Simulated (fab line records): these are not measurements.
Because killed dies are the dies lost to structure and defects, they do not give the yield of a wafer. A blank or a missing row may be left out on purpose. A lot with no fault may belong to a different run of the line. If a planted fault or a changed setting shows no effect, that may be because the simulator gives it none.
fab line records	flow n5Finfet	part 1 of 2: steps 1 to 3 of 6
record: lots: 23	wafers: 69	lastDay: 17
route steps=1938 shown FIN_CUT@166 STI_FIN_REVEAL@191 DUMMY_GATE@246 SPACER0@261 SD_EPI_N@270
lots with no fault: from the same line, run without faults
startH: hours from the record's first day to the start of the lot's first wafer shown	waitH: hours elapsed since this lot's preceding step	" the same as in the row above	L1.1+2: several wafers, shown together as one row	- value missing, or start not given	* or withheld: withheld	< > ~ a bound
route shown NAME@n: NAME is a module with steps in the file, n the number in the route of the first one	usual: mean/standard deviation of fault-free wafers	same: alike in all rows	chamber/n: place in a boat	sites: each site's reading	_std_site: standard deviation of those values	_edge_site: mean of outer sites minus mean of inner sites	radiusMm: for every site, how far away it sits from the centre of the wafer	mask NAME#n: copy n	behind: the most recent tool/chamber to have shaped the wafer	hold: the reason the lot was held/the length of the hold in hours/how it ended	device: whichever transistor did not switch (one of n, p or np)	end of line: the route-end tests of the same wafers	a step given without rows: its recipe and nothing more	killed: dies lost to structure and defects at the first sort, not the wafer's yield	map: per-die view of a wafer (x killed, . not killed, _ where there is no die)
set.NAME: the setting the step ran with; set.NAME@STEP: the setting that earlier step ran with	model.NAME: the simulator's own value behind a step, which no gauge read
route steps across a sampled set of lots; one table per step, one row per wafer
services: from which hour (startH, from the record's first day; less than 0 if before it) a tool's chamber was out of use, for how many hours, and why
== steps ==
step: N5_FIN_CUT_DESCUM_13
recipe: chemistry: O2	timeS: 7	sourcePowerW: 50	biasPowerW: 20	pressureMtorr: 20	rfFrequencyHz: 2.712e+07	tempC: 40	resist: CAR-EUV	o2FlowSccm: 225
usual: chamberPressureMTorr: 19.999/0.017	drypumpMotorCurrentA: 5.7/0.38	oesProductAu: 0.82/0.085	rfVppV: 243.5/1.5	showerheadPlenumPTorr: 2.13/0.09	throttleValvePct: 20.40/0.27
lot.wafer	tool	chamber	startH	waitH	chamberPressureMTorr	drypumpMotorCurrentA	oesProductAu	rfHoursCounterH	rfVppV	showerheadPlenumPTorr	throttleValvePct
L074.2	rieDiel-02	3	28.04	0.0	20.002	5.9	0.90	24	243.5	2.24	19.94
L074.4	"	0	"	"	20.025	5.1	0.79	115	243.5	2.22	20.76
L074.5	"	2	"	"	20.028	6.5	0.86	-	241.6	2.05	20.80
L075.1	rieDiel-02	1	34.17	0.0	19.962	5.6	1.01	2	245.1	2.26	20.25
L075.3	"	3	"	"	20.002	5.8	0.91	25	244.5	2.24	19.95
L075.6	"	0	"	"	20.003	5.1	0.79	-	243.8	2.22	20.75
L076.1	rieDiel-04	0	40.46	0.0	19.998	5.6	0.70	222	242.9	2.08	20.45
L076.2	"	1	"	"	19.980	5.5	0.74	165	242.1	2.07	20.27
L076.3	"	3	"	"	20.022	6.0	0.70	243	244.1	2.15	20.89
L077.2	rieDiel-02	2	44.44	0.0	20.007	6.5	0.86	37	240.9	2.05	20.80
L077.3	"	1	"	"	20.007	5.7	0.99	5	246.1	2.26	20.23
L077.6	"	0	"	"	19.992	5.1	0.79	-	244.2	2.22	20.77
L078.2	rieDiel-06	2	50.88	0.0	19.979	6.0	0.87	44	244.3	2.24	20.33
L078.3	"	0	"	"	19.968	5.6	0.75	159	241.7	2.03	20.65
L078.5	"	1	"	"	20.020	6.2	0.91	-	243.1	2.05	20.00
L079.1	rieDiel-02	1	56.72	0.0	20.024	5.6	0.98	8	243.5	2.26	20.23
L079.4	"	0	"	"	19.992	5.1	0.78	122	244.7	2.22	20.77
L079.6	"	3	"	"	19.998	5.9	0.89	-	245.9	2.24	19.94
L080.2	rieDiel-06	1	62.64	0.0	19.989	6.2	0.92	15	241.4	2.05	20.00
L080.3	"	3	"	"	19.994	5.6	0.79	128	244.4	2.19	20.30
L080.6	"	3	"	"	20.002	5.6	0.78	-	244.5	2.19	20.32
L081.2	rieDiel-04	0	68.82	0.0	19.965	5.6	0.69	234	242.0	2.07	20.48
L081.3	"	2	"	"	20.018	5.3	0.87	57	242.4	2.03	20.41
L081.4	"	2	"	"	20.028	5.3	0.86	-	243.0	2.03	20.43
L082.1	rieDiel-02	2	76.21	0.0	19.971	6.5	0.85	46	242.3	2.04	20.82
L082.2	"	0	"	"	20.001	5.1	0.79	128	244.4	2.21	20.79
L082.4	"	3	"	"	20.015	5.8	0.89	38	244.6	2.24	19.96
L083.1	rieDiel-04	2	83.44	0.1	19.990	5.4	0.85	63	241.6	2.03	20.44
L083.3	"	1	"	"	20.022	5.5	0.73	176	242.9	2.07	20.27
L083.6	"	2	"	"	19.973	5.4	0.86	-	240.6	2.03	20.42
L084.1	rieDiel-02	2	87.11	0.0	20.000	6.5	0.84	50	244.1	2.04	20.81
L084.5	"	2	"	"	20.007	6.6	0.85	-	241.4	2.04	20.84
L084.6	"	3	"	"	20.013	5.8	0.88	-	245.4	2.24	19.97
L085.4	rieDiel-04	2	93.88	0.0	20.013	5.4	0.85	-	243.2	2.03	20.44
L085.5	"	0	"	"	20.016	5.6	0.67	-	242.4	2.07	20.50
L085.6	"	1	"	"	20.017	5.5	0.73	-	243.8	2.07	20.28
L086.1	rieDiel-06	1	101.52	0.2	20.035	6.2	0.89	26	243.4	2.05	20.04
L086.3	"	3	"	"	20.015	5.6	0.77	138	245.3	2.19	20.32
L086.4	"	0	"	"	19.962	5.6	0.74	174	240.1	2.02	20.68
L087.2	rieDiel-04	3	106.33	0.1	19.993	6.0	0.96	2	243.9	2.14	20.44
L087.5	"	3	"	"	20.019	6.0	0.96	-	242.0	2.14	20.45
L087.6	"	0	"	"	20.006	5.6	0.67	-	243.7	2.07	20.48
L088.1	rieDiel-06	1	110.53	0.1	19.993	6.2	0.89	28	241.7	2.05	20.02
L088.2	"	0	"	"	20.006	5.6	0.73	177	241.7	2.02	20.68
L088.6	"	0	"	"	20.009	5.6	0.73	-	239.5	2.02	20.66
L089.1	rieDiel-04	3	117.20	0.2	19.998	6.0	0.94	7	244.5	2.14	20.45
L089.3	"	2	"	"	20.009	5.4	0.85	72	241.6	2.03	20.46
L089.5	"	3	"	"	19.952	6.0	0.94	-	242.9	2.14	20.46
L090.3	rieDiel-04	2	123.46	0.0	19.993	5.4	0.85	74	243.4	2.02	20.44
L090.4	"	2	"	"	20.003	5.4	0.85	-	243.1	2.02	20.46
L090.6	"	3	"	"	20.035	6.0	0.93	-	245.7	2.14	20.46
L091.1	rieDiel-02	0	129.94	0.2	20.011	5.1	0.78	141	243.7	2.21	20.80
L091.3	"	3	"	"	20.005	5.9	0.85	57	245.5	2.23	19.99
L091.5	"	3	"	"	19.981	5.8	0.84	-	245.7	2.23	19.99
L092.1	rieDiel-02	3	136.35	0.0	20.033	5.9	0.85	60	245.7	2.23	19.99
L092.2	"	2	"	"	20.008	6.5	0.82	66	241.0	2.04	20.85
L092.6	"	1	"	"	19.986	5.6	0.92	-	246.5	2.25	20.27
L093.1	rieDiel-02	3	142.60	0.0	20.012	5.9	0.86	61	244.0	2.23	20.00
L093.3	"	2	"	"	19.975	6.5	0.82	68	241.5	2.04	20.84
L093.4	"	1	"	"	20.011	5.7	0.91	33	246.0	2.25	20.29
L095.2	rieDiel-06	3	153.87	0.0	20.002	5.6	0.76	152	245.1	2.18	20.35
L095.3	"	0	"	"	20.024	5.6	0.73	190	242.9	2.02	20.71
L095.5	"	1	"	"	20.004	6.2	0.86	-	241.5	2.04	20.04
L096.1	rieDiel-06	3	158.70	0.0	20.029	5.6	0.76	154	244.6	2.18	20.34
L096.2	"	2	"	"	19.997	6.0	0.84	74	244.3	2.23	20.38
L096.5	"	1	"	"	20.029	6.2	0.86	-	243.0	2.04	20.04
L097.2	rieDiel-06	0	164.74	0.0	19.976	5.6	0.73	193	241.0	2.02	20.70
L097.3	"	3	"	"	19.984	5.6	0.76	156	244.2	2.18	20.34
L097.6	"	0	"	"	19.988	5.6	0.72	-	242.2	2.02	20.70
step: N5_STI_FIN_REVEAL_STRIP_24
recipe: chemistry: N2/H2	timeS: 90	powerW: 100	tempC: 40	pressureMtorr: 100	rfFrequencyHz: 6e+07	biasPowerW: 3	n2FlowSccm: 300	h2FlowSccm: 300
usual: chamberPressureMTorr: 99.99/0.093	drypumpMotorCurrentA: 5.7/0.45	oesProductAu: 0.80/0.096	rfVppV: 45.4/0.84	showerheadPlenumPTorr: 3.37/0.11	throttleValvePct: 12.2/0.32
lot.wafer	tool	chamber	startH	waitH	chamberPressureMTorr	drypumpMotorCurrentA	oesProductAu	rfHoursCounterH	rfVppV	showerheadPlenumPTorr	throttleValvePct
L074.2	rieDiel-01	1	35.35	0.0	100.11	5.6	0.69	243	45.1	3.46	12.4
L074.4	"	2	"	"	100.15	5.8	0.73	-	44.6	3.39	12.7
L074.5	"	1	"	"	99.98	5.6	0.68	-	47.2	3.46	12.4
L075.1	rieDiel-05	2	40.79	0.0	99.91	6.2	0.72	186	46.1	3.51	12.5
L075.3	"	1	"	"	100.06	5.5	0.78	141	45.1	3.37	12.5
L075.6	"	0	"	"	100.05	5.6	0.89	-	46.2	3.57	11.6
L076.1	rieDiel-03	1	47.07	0.0	99.91	6.7	0.71	240	44.7	3.32	12.5
L076.2	"	2	"	"	99.99	5.9	0.70	246	45.1	3.31	12.5
L076.3	"	3	"	"	100.03	5.7	0.90	49	47.7	3.58	12.1
L077.2	rieDiel-03	1	52.58	0.0	99.92	6.8	0.71	242	44.6	3.32	12.5
L077.3	"	0	"	"	99.98	5.5	0.71	204	45.2	3.22	12.2
L077.6	"	0	"	"	100.23	5.5	0.71	-	45.5	3.21	12.2
L078.2	rieDiel-03	3	57.60	0.0	99.90	5.7	0.88	53	46.3	3.58	12.2
L078.3	"	1	"	"	99.87	6.8	0.71	245	45.4	3.32	12.5
L078.5	"	3	"	"	99.87	5.7	0.89	-	45.9	3.58	12.1
L079.1	rieDiel-05	3	63.40	0.0	100.04	5.6	0.75	148	45.9	3.38	12.3
L079.4	"	0	"	"	99.97	5.5	0.88	-	46.3	3.56	11.7
L079.6	"	1	"	"	99.97	5.5	0.77	-	46.0	3.37	12.5
L080.2	rieDiel-03	3	69.60	0.0	99.92	5.6	0.87	58	46.0	3.58	12.1
L080.3	"	1	"	"	99.99	6.7	0.70	250	45.7	3.31	12.5
L080.6	"	3	"	"	99.94	5.7	0.88	-	45.6	3.58	12.1
L081.2	rieDiel-05	3	76.03	0.0	99.90	5.6	0.76	154	44.3	3.38	12.3
L081.3	"	1	"	"	99.95	5.5	0.77	157	45.1	3.36	12.5
L081.4	"	0	"	"	99.93	5.6	0.86	-	45.1	3.56	11.7
L082.1	rieDiel-03	0	84.00	0.0	100.09	5.5	0.69	219	44.5	3.21	12.3
L082.2	"	3	"	"	100.15	5.7	0.86	65	45.4	3.57	12.2
L082.4	"	0	"	"	100.05	5.5	0.69	-	45.0	3.21	12.3
L083.1	rieDiel-01	0	90.28	0.0	100.16	5.1	0.89	34	44.5	3.30	11.7
L083.3	"	1	"	"	100.02	5.6	0.99	6	44.9	3.45	11.8
L083.6	"	0	"	"	100.04	5.1	0.89	-	45.7	3.30	11.8
L084.1	rieDiel-01	2	95.62	0.0	100.11	5.8	0.72	193	46.5	3.37	12.7
L084.5	"	3	"	"	100.03	5.2	0.91	-	45.0	3.31	12.0
L084.6	"	2	"	"	99.88	5.8	0.72	-	44.3	3.37	12.7
L085.4	rieDiel-01	3	102.20	0.0	100.07	5.2	0.92	-	44.4	3.31	12.0
L085.5	"	0	"	"	99.96	5.1	0.89	-	47.6	3.30	11.8
L085.6	"	2	"	"	100.03	5.8	0.72	-	45.7	3.37	12.7
L086.1	rieDiel-03	0	108.65	0.0	99.91	5.5	0.69	228	45.7	3.20	12.3
L086.3	"	3	"	"	100.09	5.6	0.86	74	45.5	3.57	12.2
L086.4	"	1	"	"	99.97	6.8	0.99	4	45.9	3.31	11.8
L087.2	rieDiel-01	3	113.84	0.0	100.00	5.2	0.89	28	44.7	3.30	12.0
L087.5	"	0	"	"	99.93	5.1	0.87	-	45.6	3.30	11.8
L087.6	"	2	"	"	99.91	5.8	0.72	-	45.9	3.37	12.7
L088.1	rieDiel-05	0	117.50	0.0	100.07	5.6	0.84	47	46.6	3.55	11.7
L088.2	"	2	"	"	100.28	6.2	0.71	200	46.0	3.50	12.5
L088.6	"	2	"	"	100.12	6.2	0.71	-	45.8	3.50	12.5
L089.1	rieDiel-03	0	123.91	0.0	100.00	5.5	0.68	234	45.7	3.20	12.3
L089.3	"	3	"	"	99.95	5.7	0.85	80	45.5	3.56	12.2
L089.5	"	0	"	"	99.87	5.5	0.68	-	45.0	3.20	12.3
L090.3	rieDiel-05	1	130.42	0.0	100.01	5.5	0.75	179	45.9	3.35	12.6
L090.4	"	1	"	"	100.05	5.5	0.75	-	44.2	3.35	12.6
L090.6	"	2	"	"	100.14	6.2	0.71	-	46.2	3.50	12.5
L091.1	rieDiel-01	0	137.43	0.0	99.90	5.1	0.86	55	46.2	3.29	11.8
L091.3	"	3	"	"	99.94	5.2	0.89	37	45.1	3.30	12.0
L091.5	"	3	"	"	99.78	5.2	0.89	-	44.5	3.30	12.0
L092.1	rieDiel-01	1	144.21	0.0	99.97	5.6	0.93	22	46.1	3.44	11.8
L092.2	"	2	"	"	100.10	5.8	0.71	216	44.1	3.36	12.8
L092.6	"	2	"	"	99.96	5.8	0.71	-	46.1	3.36	12.8
L093.1	rieDiel-05	3	149.34	0.0	99.95	5.6	0.72	182	45.5	3.36	12.3
L093.3	"	0	"	"	99.99	5.5	0.83	56	46.1	3.55	11.7
L093.4	"	1	"	"	99.97	5.5	0.74	187	45.6	3.35	12.6
L095.2	rieDiel-03	1	160.79	0.0	100.09	6.8	0.94	17	45.9	3.30	11.9
L095.3	"	0	"	"	99.97	5.5	0.68	241	44.4	3.20	12.3
L095.5	"	1	"	"	100.03	6.7	0.93	-	45.9	3.30	11.9
L096.1	rieDiel-03	3	165.35	0.0	99.85	5.6	0.85	89	46.3	3.56	12.2
L096.2	"	1	"	"	100.03	6.7	0.94	19	42.8	3.30	11.9
L096.5	"	0	"	"	99.92	5.5	0.68	-	45.0	3.20	12.3
L097.2	rieDiel-05	3	171.65	0.0	100.16	5.6	0.71	190	46.3	3.36	12.4
L097.3	"	2	"	"	99.99	6.2	0.69	224	46.6	3.49	12.6
L097.6	"	2	"	"	99.97	6.2	0.69	-	44.8	3.49	12.6
step: N5_DUMMY_GATE_ETCH_32
recipe: chemistry: CF4	target: SiO2	targetDepthA: 35	timeS: 3.9	ionEnergyEv: 350	pressureMtorr: 10	icpW: 800	biasW: 400	cf4FlowSccm: 80
usual: chamberPressureMTorr: 10.001/0.0081	drypumpMotorCurrentA: 5.6/0.42	oesProductAu: 1.007/0.021	throttleValvePct: 21.84/0.28
lot.wafer	tool	chamber	startH	waitH	chamberPressureMTorr	drypumpMotorCurrentA	oesProductAu	rfHoursCounterH	throttleValvePct
L074.2	rieSi-03	2	47.67	0.1	10.003	6.2	0.980	165	22.03
L074.4	"	1	"	"	9.999	5.4	0.982	0	21.35
L074.5	"	3	"	"	10.006	5.6	1.041	-	21.50
L075.1	rieSi-01	1	54.89	0.1	10.013	5.1	0.979	181	21.70
L075.3	"	3	"	"	10.009	5.8	0.991	181	22.30
L075.6	"	0	"	"	10.019	5.3	1.024	-	21.58
L076.1	rieSi-01	1	59.59	0.1	10.004	5.1	0.984	181	21.70
L076.2	"	3	"	"	10.001	5.8	0.992	181	22.29
L076.3	"	2	"	"	9.997	5.7	1.018	161	22.21
L077.2	rieSi-01	3	67.24	0.1	10.006	5.8	0.991	181	22.29
L077.3	"	0	"	"	9.994	5.3	1.027	43	21.58
L077.6	"	0	"	"	10.009	5.3	1.021	-	21.58
L078.2	rieSi-01	0	70.21	0.1	10.006	5.3	1.022	43	21.56
L078.3	"	1	"	"	10.006	5.1	0.973	181	21.70
L078.5	"	0	"	"	10.012	5.3	1.020	-	21.57
L079.1	rieSi-03	1	76.14	0.1	10.010	5.4	0.977	1	21.34
L079.4	"	0	"	"	10.012	5.5	1.024	177	21.97
L079.6	"	0	"	"	10.015	5.5	0.996	-	21.98
L080.2	rieSi-01	0	82.67	0.1	9.979	5.3	1.020	44	21.59
L080.3	"	1	"	"	10.002	5.1	0.987	181	21.70
L080.6	"	0	"	"	10.013	5.3	1.019	-	21.58
L081.2	rieSi-03	0	88.47	0.1	10.006	5.5	1.018	177	21.97
L081.3	"	3	"	"	10.007	5.6	1.038	135	21.52
L081.4	"	2	"	"	10.007	6.2	0.969	166	22.03
L082.1	rieSi-05	2	96.45	0.1	10.008	5.0	1.045	142	21.58
L082.2	"	0	"	"	10.016	5.6	0.995	110	21.90
L082.4	"	3	"	"	10.006	6.1	0.988	17	21.75
L083.1	rieSi-01	1	102.81	0.1	9.984	5.1	0.969	182	21.70
L083.3	"	3	"	"	10.012	5.8	0.987	182	22.28
L083.6	"	3	"	"	9.998	5.8	0.983	-	22.30
L084.1	rieSi-05	1	109.82	0.1	9.999	6.4	1.033	3	21.78
L084.5	"	3	"	"	10.000	6.1	0.978	-	21.75
L084.6	"	2	"	"	9.996	4.9	1.042	-	21.57
L085.4	rieSi-05	2	114.48	0.1	10.010	5.0	1.033	142	21.56
L085.5	"	2	"	"	9.991	5.0	1.030	-	21.56
L085.6	"	1	"	"	10.013	6.4	1.018	-	21.79
L086.1	rieSi-05	2	121.38	0.1	10.004	4.9	1.044	142	21.58
L086.3	"	0	"	"	10.002	5.6	0.999	110	21.92
L086.4	"	3	"	"	10.007	6.1	0.993	17	21.75
L087.2	rieSi-05	1	126.34	0.1	10.002	6.4	1.017	4	21.78
L087.5	"	1	"	"	9.988	6.4	1.024	-	21.77
L087.6	"	0	"	"	10.000	5.6	0.994	-	21.91
L088.1	rieSi-01	1	130.36	0.1	9.999	5.1	0.980	182	21.71
L088.2	"	2	"	"	10.001	5.7	1.015	162	22.22
L088.6	"	2	"	"	10.005	5.7	1.015	-	22.22
L089.1	rieSi-01	0	136.73	0.1	9.989	5.3	1.023	44	21.58
L089.3	"	2	"	"	10.000	5.7	1.015	163	22.21
L089.5	"	3	"	"	9.997	5.8	0.974	-	22.27
L090.3	rieSi-05	2	142.85	0.1	9.995	4.9	1.037	143	21.56
L090.4	"	3	"	"	10.014	6.1	0.983	18	21.74
L090.6	"	1	"	"	9.994	6.4	1.019	-	21.79
L091.1	rieSi-03	3	149.80	0.1	10.002	5.6	1.038	136	21.52
L091.3	"	1	"	"	10.008	5.4	0.971	2	21.35
L091.5	"	3	"	"	10.007	5.6	1.029	-	21.51
L092.1	rieSi-05	0	157.11	0.1	9.996	5.6	0.997	111	21.91
L092.2	"	1	"	"	9.995	6.4	1.023	4	21.76
L092.6	"	3	"	"	9.989	6.1	0.993	-	21.73
L093.1	rieSi-05	2	161.91	0.1	9.998	5.0	1.045	143	21.57
L093.3	"	1	"	"	9.991	6.4	1.028	4	21.79
L093.4	"	0	"	"	9.998	5.6	1.003	111	21.93
L095.2	rieSi-01	2	173.13	0.1	10.007	5.8	1.022	163	22.22
L095.3	"	1	"	"	9.998	5.1	0.988	183	21.72
L095.5	"	2	"	"	10.005	5.8	1.018	-	22.20
L096.1	rieSi-01	0	177.78	0.1	9.992	5.3	1.018	45	21.57
L096.2	"	1	"	"	9.998	5.1	0.975	183	21.70
L096.5	"	2	"	"	10.000	5.7	1.001	-	22.21
L097.2	rieSi-03	2	185.93	0.1	9.997	6.2	0.992	168	22.02
L097.3	"	0	"	"	9.998	5.5	1.022	179	21.98
L097.6	"	0	"	"	10.009	5.5	1.026	-	21.98
